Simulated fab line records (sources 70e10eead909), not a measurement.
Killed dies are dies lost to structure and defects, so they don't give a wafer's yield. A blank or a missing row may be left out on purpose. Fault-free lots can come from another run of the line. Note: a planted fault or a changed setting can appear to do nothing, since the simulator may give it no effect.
A single fault, viewed from 2 desks || flow nand harc || numbers are kept per desk, each desk with only its own; the story behind them comes last

== THE DEFECT DESK ==
Per lot, the means of the sampled wafers with a number show what the inspections along the route counted. A lot is out of limits, marked OUT, if its mean lies more than 4 standard deviations from the usual mean; the brackets give that distance.
Columns: A = raw defect count at NHARC_P_GATE_INSPECT_68, usual 198
{"lot": "L960", "first seen here": "day 5 11:37", "A": 246}
{"lot": "L961", "first seen here": "day 5 14:11", "A": 233}
{"lot": "L962", "first seen here": "day 6 02:10", "A": 92}
{"lot": "L963", "first seen here": "day 6 02:58", "A": 165}
{"lot": "L965", "first seen here": "day 6 20:14", "A": 282}
{"lot": "L967", "first seen here": "day 6 22:49", "A": 163}
{"lot": "L966", "first seen here": "day 6 23:43", "A": 234}
{"lot": "L970", "first seen here": "day 7 16:23", "A": 200}
{"lot": "L968", "first seen here": "day 7 18:11", "A": 299}
{"lot": "L973", "first seen here": "day 8 19:04", "A": 148}
{"lot": "L977", "first seen here": "day 9 19:49", "A": 173}
{"lot": "L978", "first seen here": "day 10 00:10", "A": "492 (+4.1) OUT"}
{"lot": "L981", "first seen here": "day 10 14:22", "A": 320}
This desk finds L978 out of limits, L978 being first, at day 10 00:10 (raw defect count at NHARC_P_GATE_INSPECT_68). Within limits: L960, L961, L962, L963, L965, L967, L966, L970, L968, L973, L977, L981.

== AT THE TOOL OWNER'S DESK: plasma asher-02 ==
The tool's own readings at NHARC_P_GATE_STRIP_75 (strips in O2): means of the sampled wafers that have a number, for each lot that ran on this tool. A lot is out of limits, marked OUT, if its mean lies more than 4 standard deviations from the usual mean; the brackets give that distance.
Columns: A = drypump motor current A at NHARC_P_GATE_STRIP_75, usual 6.2 A; B = heater power w at NHARC_P_GATE_STRIP_75, usual 317 W
{"lot": "L960", "first seen here": "day 5 04:50", "A": 6.0, "B": 299}
{"lot": "L961", "first seen here": "day 5 07:34", "A": 5.7, "B": 272}
{"lot": "L962", "first seen here": "day 5 20:34", "A": 5.8, "B": 276}
{"lot": "L967", "first seen here": "day 6 17:07", "A": 6.0, "B": 293}
{"lot": "L966", "first seen here": "day 6 17:51", "A": 5.8, "B": 287}
{"lot": "L970", "first seen here": "day 7 10:31", "A": 5.8, "B": 287}
{"lot": "L968", "first seen here": "day 7 12:15", "A": 5.8, "B": 282}
{"lot": "L978", "first seen here": "day 9 18:34", "A": 6.0, "B": 285}
{"lot": "L981", "first seen here": "day 10 08:45", "A": 5.8, "B": 279}
This desk's finding: nothing out of limits on any of the 9 lots.

== ALL TOGETHER ==
The defect desk could have raised an alarm at day 10 00:10, on L978.
The desk of the tool owner found nothing out of limits.
The tool owner's desk has L978 on record, within its limits.
Every lot named ran NHARC_P_GATE_STRIP_75 on plasma asher-02.

== WHAT THE SIMULATOR HAD PUT IN ==
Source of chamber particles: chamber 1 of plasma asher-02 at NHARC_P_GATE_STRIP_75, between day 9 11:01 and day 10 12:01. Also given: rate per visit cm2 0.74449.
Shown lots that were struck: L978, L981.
Hours from the fault's start to each desk's first reading out of limits: the defect desk, 13.
